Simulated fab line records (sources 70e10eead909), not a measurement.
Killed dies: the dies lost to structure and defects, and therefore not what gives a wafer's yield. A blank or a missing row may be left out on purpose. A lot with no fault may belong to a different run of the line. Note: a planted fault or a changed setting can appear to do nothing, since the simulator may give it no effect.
The tool behind it: which one?    flow nand harc    24 lots with 72 wafers sampled at 6 steps, on a route of 1302 steps

WHAT THE GAUGES SHOWED, per wafer
NHARC_A_ONON_D1_THK_MEAS_11: measures by ellipsometry. Usual: thk nm reads 1000 nm (standard deviation 7.3).
lot   measured      on             thk nm (nm)     flag
L075  day 7 23:44   film metro-01  998 999 997     
L074  day 8 00:00   film metro-01  1014 1012 1012  
L076  day 8 14:19   film metro-02  1010 1009 1008  
L077  day 9 04:11   film metro-02  1008 1009 1007  
L078  day 9 13:46   film metro-02  993 991 992     
L079  day 10 04:42  film metro-01  1006 1006 1007  
L080  day 10 11:54  film metro-01  991 991 991     
L081  day 10 21:46  film metro-02  993 992 992     
L082  day 11 07:31  film metro-02  996 995 998     
L083  day 11 11:29  film metro-01  1005 1004 1007  
L084  day 12 00:57  film metro-01  994 995 995     
L085  day 12 11:31  film metro-02  988 989 989     
L086  day 12 22:02  film metro-01  1006 1007 1007  
L087  day 12 22:02  film metro-02  988 990 987     
L088  day 13 23:59  film metro-01  1001 1003 1002  
L089  day 14 00:00  film metro-02  1011 1010 1010  
L090  day 14 20:34  film metro-01  1007 1007 1006  
L091  day 15 01:04  film metro-02  992 992 993     
L092  day 15 07:12  film metro-02  996 994 994     
L093  day 15 18:53  film metro-02  1003 1004 1005  
L094  day 16 11:07  film metro-01  997 999 997     
L095  day 16 11:05  film metro-02  1007 1005 1006  
L096  day 16 21:42  film metro-01  999 1001 999    
L097  day 17 04:43  film metro-02  999 1001 1001   

EACH LOT AND THE TOOL THAT RAN IT (in order: tool; ch and the chambers of the sampled wafers; start)
lot   NHARC_P_M1_DEGAS_29           NHARC_P_M1_PRE_CLEAN_30                  NHARC_P_M2_ETCH_35                  NHARC_P_M2_ANNEAL_31              NHARC_P_BONDPAD_ETCH_12
L075  pvd sputter-03, day 6 11:53   pvd sputter-03, day 6 15:00 or earlier   rie diel-13 ch 0,1,2, day 6 15:00   rtp anneal-02 ch 0, day 6 16:50   rie diel-08 ch 0,3, day 7 23:44 or earlier
L074  pvd sputter-02, day 6 13:02   pvd sputter-02, day 6 16:16 or earlier   rie diel-13 ch 0,2,3, day 6 16:16   rtp anneal-02 ch 0, day 6 18:02   rie diel-07 ch 0,1, day 8 00:00 or earlier
L076  pvd sputter-03, day 7 02:20   pvd sputter-03, day 7 05:35 or earlier   rie diel-12 ch 1,2,3, day 7 05:35   rtp anneal-01 ch 0, day 7 07:17   rie diel-03 ch 0,3, day 8 14:19 or earlier
L077  pvd sputter-03, day 7 15:56   pvd sputter-03, day 7 19:10 or earlier   rie diel-12 ch 1,2,3, day 7 19:10   rtp anneal-01 ch 0, day 7 20:55   rie diel-07 ch 0,1,3, day 9 04:11 or earlier
L078  pvd sputter-01, day 8 01:10   pvd sputter-01, day 8 04:22 or earlier   rie diel-06 ch 2,3, day 8 04:22     rtp anneal-02 ch 0, day 8 06:02   rie diel-03 ch 0,1,2, day 9 13:46 or earlier
L079  pvd sputter-01, day 8 11:49   pvd sputter-01, day 8 14:55 or earlier   rie diel-13 ch 0,2,3, day 8 14:55   rtp anneal-02 ch 0, day 8 16:35   rie diel-03 ch 0,1,2, day 10 04:42 or earlier
L080  pvd sputter-03, day 9 00:24   pvd sputter-03, day 9 03:40 or earlier   rie diel-12 ch 0,1,3, day 9 03:40   rtp anneal-01 ch 0, day 9 05:20   rie diel-07 ch 0,1,3, day 10 11:54 or earlier
L081  pvd sputter-01, day 9 09:13   pvd sputter-01, day 9 12:25 or earlier   rie diel-12 ch 0,1, day 9 12:25     rtp anneal-01 ch 0, day 9 14:13   rie diel-03 ch 0,1,2, day 10 21:46 or earlier
L082  pvd sputter-01, day 9 19:12   pvd sputter-01, day 9 22:25 or earlier   rie diel-12 ch 0,2, day 9 22:25     rtp anneal-01 ch 0, day 10 00:10  rie diel-08 ch 0,2,3, day 11 07:31 or earlier
L083  pvd sputter-01, day 9 23:50   pvd sputter-01, day 10 03:04 or earlier  rie diel-12 ch 0,1,3, day 10 03:04  rtp anneal-01 ch 0, day 10 04:50  rie diel-03 ch 0,1, day 11 11:29 or earlier
L084  pvd sputter-03, day 10 09:01  pvd sputter-03, day 10 12:07 or earlier  rie diel-13 ch 0,3, day 10 12:07    rtp anneal-02 ch 0, day 10 13:55  rie diel-08 ch 0,3, day 12 00:57 or earlier
L085  pvd sputter-02, day 10 23:15  pvd sputter-02, day 11 02:28 or earlier  rie diel-13 ch 0,1,2, day 11 02:28  rtp anneal-02 ch 0, day 11 04:11  rie diel-08 ch 0,1,2, day 12 11:31 or earlier
L086  pvd sputter-03, day 11 10:19  pvd sputter-03, day 11 13:28 or earlier  rie diel-13 ch 1,2, day 11 13:28    rtp anneal-02 ch 0, day 11 15:08  rie diel-08 ch 0,1, day 12 22:02 or earlier
L087  pvd sputter-03, day 11 13:17  pvd sputter-03, day 11 16:47 or earlier  rie diel-12 ch 1,2, day 11 16:47    rtp anneal-02 ch 0, day 11 18:35  rie diel-03 ch 0,1, day 12 22:02 or earlier
L088  pvd sputter-02, day 12 13:12  pvd sputter-02, day 12 16:17 or earlier  rie diel-12 ch 1,2, day 12 16:17    rtp anneal-02 ch 0, day 12 18:07  rie diel-08 ch 0,1,2, day 13 23:59 or earlier
L089  pvd sputter-03, day 12 14:05  pvd sputter-03, day 12 17:11 or earlier  rie diel-12 ch 0,1,2, day 12 17:11  rtp anneal-01 ch 0, day 12 19:00  rie diel-08 ch 2,3, day 14 00:00 or earlier
L090  pvd sputter-03, day 13 05:25  pvd sputter-03, day 13 08:33 or earlier  rie diel-06 ch 1,2, day 13 08:33    rtp anneal-01 ch 0, day 13 10:19  rie diel-03 ch 0,1, day 14 20:34 or earlier
L091  pvd sputter-01, day 13 13:25  pvd sputter-01, day 13 16:31 or earlier  rie diel-12 ch 0,1,2, day 13 16:31  rtp anneal-01 ch 0, day 13 18:12  rie diel-07 ch 0,1,3, day 15 01:04 or earlier
L092  pvd sputter-02, day 13 18:58  pvd sputter-02, day 13 22:10 or earlier  rie diel-12 ch 2,3, day 13 22:10    rtp anneal-02 ch 0, day 13 23:53  rie diel-07 ch 1,2,3, day 15 07:12 or earlier
L093  pvd sputter-02, day 14 07:04  pvd sputter-02, day 14 10:16 or earlier  rie diel-06 ch 0,1,2, day 14 10:16  rtp anneal-02 ch 0, day 14 11:56  rie diel-08 ch 0,3, day 15 18:53 or earlier
L094  pvd sputter-02, day 14 22:41  pvd sputter-02, day 15 01:53 or earlier  rie diel-12 ch 2,3, day 15 01:53    rtp anneal-02 ch 0, day 15 03:37  rie diel-07 ch 0,1, day 16 11:07 or earlier
L095  pvd sputter-01, day 14 22:47  pvd sputter-01, day 15 02:09 or earlier  rie diel-13 ch 0,2,3, day 15 02:09  rtp anneal-01 ch 0, day 15 03:52  rie diel-07 ch 0,1,3, day 16 11:05 or earlier
L096  pvd sputter-02, day 15 08:02  pvd sputter-02, day 15 11:16 or earlier  rie diel-06 ch 0,3, day 15 11:16    rtp anneal-01 ch 0, day 15 12:59  rie diel-03 ch 1,2,3, day 16 21:42 or earlier
L097  pvd sputter-01, day 15 17:02  pvd sputter-01, day 15 20:08 or earlier  rie diel-06 ch 1,2,3, day 15 20:08  rtp anneal-02 ch 0, day 15 21:54  rie diel-07 ch 1,2,3, day 17 04:43 or earlier
- NHARC_P_M1_DEGAS_29: time 60 s.
- NHARC_P_M1_PRE_CLEAN_30: time 30 s.
- NHARC_P_M2_ETCH_35: etches the open film in N2/H2, target depth 40 nm, overetch 12 nm, time 43.94 s.
- NHARC_P_M2_ANNEAL_31: time 90 s.
- NHARC_P_BONDPAD_ETCH_12: etches the open film in CHF3/O2, target depth 200 nm, time 100 s.

WHAT THE TOOLS THEMSELVES READ (means of the sampled wafers that have a number; where no wafer has one, the mark that the record gives instead)
NHARC_P_M1_DEGAS_29. Usual: heater power w reads 326 W (standard deviation 41).
lot   tool            heater power w (W)  flag
L075  pvd sputter-03  380                 
L074  pvd sputter-02  324                 
L076  pvd sputter-03  336                 
L077  pvd sputter-03  372                 
L078  pvd sputter-01  313                 
L079  pvd sputter-01  332                 
L080  pvd sputter-03  356                 
L081  pvd sputter-01  324                 
L082  pvd sputter-01  324                 
L083  pvd sputter-01  304                 
L084  pvd sputter-03  349                 
L085  pvd sputter-02  328                 
L086  pvd sputter-03  356                 
L087  pvd sputter-03  377                 
L088  pvd sputter-02  322                 
L089  pvd sputter-03  328                 
L090  pvd sputter-03  374                 
L091  pvd sputter-01  297                 
L092  pvd sputter-02  317                 
L093  pvd sputter-02  270                 
L094  pvd sputter-02  318                 
L095  pvd sputter-01  299                 
L096  pvd sputter-02  276                 
L097  pvd sputter-01  322                 

NHARC_P_M1_PRE_CLEAN_30. Usual: heater power w reads 398 W (standard deviation 47).
lot   tool            heater power w (W)  flag
L075  pvd sputter-03  446                 
L074  pvd sputter-02  391                 
L076  pvd sputter-03  430                 
L077  pvd sputter-03  413                 
L078  pvd sputter-01  367                 
L079  pvd sputter-01  377                 
L080  pvd sputter-03  424                 
L081  pvd sputter-01  354                 
L082  pvd sputter-01  376                 
L083  pvd sputter-01  382                 
L084  pvd sputter-03  433                 
L085  pvd sputter-02  390                 
L086  pvd sputter-03  458                 
L087  pvd sputter-03  423                 
L088  pvd sputter-02  350                 
L089  pvd sputter-03  414                 
L090  pvd sputter-03  398                 
L091  pvd sputter-01  395                 
L092  pvd sputter-02  354                 
L093  pvd sputter-02  396                 
L094  pvd sputter-02  385                 
L095  pvd sputter-01  364                 
L096  pvd sputter-02  372                 
L097  pvd sputter-01  382                 

NHARC_P_M2_ETCH_35. Usual: drypump motor current A 5.8 A, standard deviation 0.6; oes product au 0.999 a.u., standard deviation 0.016; rf vpp V 430.4 V, standard deviation 2; showerhead plenum p Torr 2.04 Torr, standard deviation 0.071; throttle valve pct 14.169 %, standard deviation 0.009.
lot   tool         drypump motor current A (A)  oes product au (a.u.)  rf vpp V (V)  showerhead plenum p Torr (Torr)  throttle valve pct (%)  flag
L075  rie diel-13  6.1                          0.998                  431.4         2.10                             14.170                  
L074  rie diel-13  6.0                          1.001                  431.0         2.05                             14.168                  
L076  rie diel-12  5.6                          1.001                  431.0         2.06                             14.165                  
L077  rie diel-12  5.6                          1.002                  431.5         2.06                             14.182                  
L078  rie diel-06  6.7                          1.001                  429.5         2.00                             14.174                  
L079  rie diel-13  6.0                          1.004                  430.6         2.05                             14.165                  
L080  rie diel-12  5.6                          0.999                  430.5         2.04                             14.169                  
L081  rie diel-12  5.6                          0.995                  431.2         2.06                             14.164                  
L082  rie diel-12  4.9                          0.984                  429.0         2.00                             14.163                  
L083  rie diel-12  5.6                          0.998                  431.0         2.04                             14.158                  
L084  rie diel-13  6.0                          0.994                  430.8         2.06                             14.159                  
L085  rie diel-13  6.1                          1.010                  431.2         2.09                             14.167                  
L086  rie diel-13  6.0                          1.004                  432.2         2.11                             14.161                  
L087  rie diel-12  5.5                          1.004                  431.7         2.07                             14.173                  
L088  rie diel-12  5.5                          1.022                  431.1         2.07                             14.170                  
L089  rie diel-12  5.2                          1.005                  430.6         2.03                             14.167                  
L090  rie diel-06  5.9                          0.996                  427.8         1.93                             14.167                  
L091  rie diel-12  5.2                          1.007                  430.8         2.03                             14.162                  
L092  rie diel-12  5.2                          1.020                  429.6         2.03                             14.171                  
L093  rie diel-06  6.2                          0.986                  428.1         1.94                             14.177                  
L094  rie diel-12  5.6                          0.997                  430.9         2.04                             14.173                  
L095  rie diel-13  6.0                          1.005                  431.1         2.05                             14.162                  
L096  rie diel-06  6.5                          0.989                  428.7         1.96                             14.173                  
L097  rie diel-06  6.3                          0.990                  428.8         1.98                             14.170                  

NHARC_P_M2_ANNEAL_31. Usual: wafer_temp_C_max reads 225.63 (standard deviation 0.2).
lot   tool           wafer_temp_C_max  flag
L075  rtp anneal-02  225.45            
L074  rtp anneal-02  225.69            
L076  rtp anneal-01  225.81            
L077  rtp anneal-01  225.63            
L078  rtp anneal-02  225.35            
L079  rtp anneal-02  225.59            
L080  rtp anneal-01  225.65            
L081  rtp anneal-01  225.87            
L082  rtp anneal-01  225.53            
L083  rtp anneal-01  225.61            
L084  rtp anneal-02  225.68            
L085  rtp anneal-02  225.48            
L086  rtp anneal-02  225.65            
L087  rtp anneal-02  225.54            
L088  rtp anneal-02  225.66            
L089  rtp anneal-01  225.63            
L090  rtp anneal-01  225.65            
L091  rtp anneal-01  225.66            
L092  rtp anneal-02  225.48            
L093  rtp anneal-02  225.62            
L094  rtp anneal-02  225.62            
L095  rtp anneal-01  225.81            
L096  rtp anneal-01  225.51            
L097  rtp anneal-02  225.47            

NHARC_P_BONDPAD_ETCH_12. Usual: drypump motor current A 5.8 A, standard deviation 0.38; oes product au 0.936 a.u., standard deviation 0.024; rf vpp V 371.3 V, standard deviation 2.6; showerhead plenum p Torr 2.44 Torr, standard deviation 0.11; throttle valve pct 20.573 %, standard deviation 0.0084.
lot   tool         drypump motor current A (A)  oes product au (a.u.)  rf vpp V (V)  showerhead plenum p Torr (Torr)  throttle valve pct (%)  flag
L075  rie diel-08  5.8                          0.912                  369.3         2.36                             20.568                  
L074  rie diel-07  5.5                          0.951                  371.4         2.48                             20.564                  
L076  rie diel-03  5.6                          0.978                  372.5         2.48                             20.576                  
L077  rie diel-07  5.7                          0.920                  372.5         2.48                             20.566                  
L078  rie diel-03  5.9                          0.929                  373.2         2.51                             20.570                  
L079  rie diel-03  5.9                          0.917                  373.3         2.51                             20.572                  
L080  rie diel-07  5.7                          0.926                  372.2         2.48                             20.567                  
L081  rie diel-03  5.9                          0.922                  372.7         2.51                             20.573                  
L082  rie diel-08  5.6                          0.964                  369.5         2.41                             20.577                  
L083  rie diel-03  5.5                          0.931                  373.4         2.51                             20.579                  
L084  rie diel-08  5.9                          0.924                  371.8         2.45                             20.570                  
L085  rie diel-08  5.7                          0.921                  370.4         2.42                             20.572                  
L086  rie diel-08  5.9                          0.932                  372.1         2.46                             20.574                  
L087  rie diel-03  5.6                          0.924                  373.7         2.54                             20.579                  
L088  rie diel-08  5.7                          0.918                  371.0         2.42                             20.572                  
L089  rie diel-08  5.3                          0.914                  369.5         2.37                             20.570                  
L090  rie diel-03  5.5                          0.959                  373.2         2.54                             20.571                  
L091  rie diel-07  5.7                          0.968                  371.4         2.48                             20.591                  
L092  rie diel-07  5.7                          0.962                  369.7         2.37                             20.570                  
L093  rie diel-08  5.7                          0.921                  369.7         2.36                             20.566                  
L094  rie diel-07  5.5                          0.926                  371.3         2.40                             20.571                  
L095  rie diel-07  5.7                          0.925                  372.8         2.48                             20.575                  
L096  rie diel-03  6.1                          0.969                  372.0         2.50                             20.572                  
L097  rie diel-07  5.7                          0.925                  370.0         2.37                             20.567                  

THE ANSWER, worked out from the rows above alone
Rule: lot off if the mean of its wafers having a number is beyond 3 standard deviations from the usual mean. A lot without any number at a reading at which 4 lots or more have one is off too. All remaining lots with rows at the step are treated as sound. Order of review: gauges by route order, followed by the tools' own readings, for which a lot's mean as printed above is used. At the first step where some lot is off, the reading lying furthest off is the one used; lots without a number count as furthest.
No lot is off at any reading shown: from this, nothing can be told.

WHAT HAD BEEN PUT IN BY THE SIMULATOR
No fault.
